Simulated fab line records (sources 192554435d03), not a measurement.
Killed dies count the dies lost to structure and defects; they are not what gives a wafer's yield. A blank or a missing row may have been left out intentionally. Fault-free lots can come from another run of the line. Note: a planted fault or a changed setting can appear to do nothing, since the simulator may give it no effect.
A single fault, viewed from 3 desks | flow n5 finfet | each desk has only its own numbers; what lay behind them comes last

== THE DEFECT DESK ==
Per lot, the means of the sampled wafers with a number show what the inspections along the route counted. Any lot whose mean is over 4 standard deviations away from the usual mean is out of limits and marked OUT; that distance is given in the brackets.
Columns: A = raw defect count at N5_MOL_CONTACT_COAG_INSPECT_10, usual 78
lot  | first seen here | A
L777 | day 5 14:55     | 86
L782 | day 6 22:06     | 45
L790 | day 9 00:22     | 65
L791 | day 9 06:37     | 120
L792 | day 9 17:34     | 96
L795 | day 10 10:22    | 89
Finding of this desk: none of the 6 lots has anything out of limits.

== DESK OF THE TOOL OWNER: rie diel-06 ==
The tool's own readings at N5_MOL_CONTACT_COAG_ETCH_106 (etches SOC in N2/H2, target depth 80 nm, overetch 16 nm, time 120 s): means of the sampled wafers that have a number, for each lot that ran on this tool. Any lot whose mean is over 4 standard deviations away from the usual mean is out of limits and marked OUT; that distance is given in the brackets.
Columns: A = drypump motor current A at N5_MOL_CONTACT_COAG_ETCH_106, usual 5.4 A; B = oes product au at N5_MOL_CONTACT_COAG_ETCH_106, usual 0.69 a.u.; C = rf vpp V at N5_MOL_CONTACT_COAG_ETCH_106, usual 523.5 V; D = showerhead plenum p Torr at N5_MOL_CONTACT_COAG_ETCH_106, usual 2.53 Torr; E = throttle valve pct at N5_MOL_CONTACT_COAG_ETCH_106, usual 17.92 %
lot  | first seen here | A   | B    | C     | D    | E
L777 | day 5 15:02     | 5.0 | 0.65 | 521.3 | 2.45 | 18.15
L790 | day 9 00:28     | 5.0 | 0.78 | 526.6 | 2.62 | 17.99
L791 | day 9 06:58     | 5.4 | 0.66 | 523.3 | 2.53 | 18.19
Finding of this desk: none of the 3 lots has anything out of limits.

== FROM THE METROLOGY DESK ==
What the gauges read, lot by lot, whatever tool the lot ran on: means of the sampled wafers that have a number. Any lot whose mean is over 4 standard deviations away from the usual mean is out of limits and marked OUT; that distance is given in the brackets. 7 of its 12 readings are shown, namely those furthest out on some lot.
Columns: A = cd nm at N5_MOL_CONTACT_COAG_CD_MEAS_08, usual 27.96 nm; B = CA_OVL at N5_MOL_CONTACT_COAG_OVL_MEAS_09, usual 0.2 nm; C = IOFF_N at N5_BEOL_M4_RC_MEAS_101, usual 0.16 nA/um; D = IOFF_P at N5_BEOL_M4_RC_MEAS_101, usual 0.21 nA/um; E = ION_N at N5_BEOL_M4_RC_MEAS_101, usual 675 uA/um; F = ION_P at N5_BEOL_M4_RC_MEAS_101, usual 460 uA/um; G = SS_P at N5_BEOL_M4_RC_MEAS_101, usual 73.4 mV/dec
lot  | first seen here | A     | B    | C    | D    | E   | F   | G
L777 | day 5 14:50     | 28.01 | 1.5  | 0.19 | 0.21 | 682 | 466 | 74.2
L782 | day 6 22:01     | 27.91 | 0.1  | 0.15 | 0.18 | 670 | 455 | 72.9
L790 | day 9 00:16     | 28.10 | 1.1  | 0.14 | 0.17 | 662 | 452 | 72.8
L791 | day 9 06:32     | 28.02 | -0.9 | 0.17 | 0.20 | 674 | 453 | 74.1
L792 | day 9 17:29     | 28.00 | -0.5 | 0.17 | 0.21 | 685 | 468 | 73.2
L795 | day 10 10:16    | 27.63 | -0.2 | 0.15 | 0.19 | 671 | 460 | 73.3
Finding of this desk: none of the 6 lots has anything out of limits.

== BROUGHT TOGETHER ==
The defect desk saw nothing out of limits.
The tool owner's desk saw nothing out of limits.
From the metrology desk's view, nothing was out of limits.

== WHAT HAD BEEN PUT IN BY THE SIMULATOR ==
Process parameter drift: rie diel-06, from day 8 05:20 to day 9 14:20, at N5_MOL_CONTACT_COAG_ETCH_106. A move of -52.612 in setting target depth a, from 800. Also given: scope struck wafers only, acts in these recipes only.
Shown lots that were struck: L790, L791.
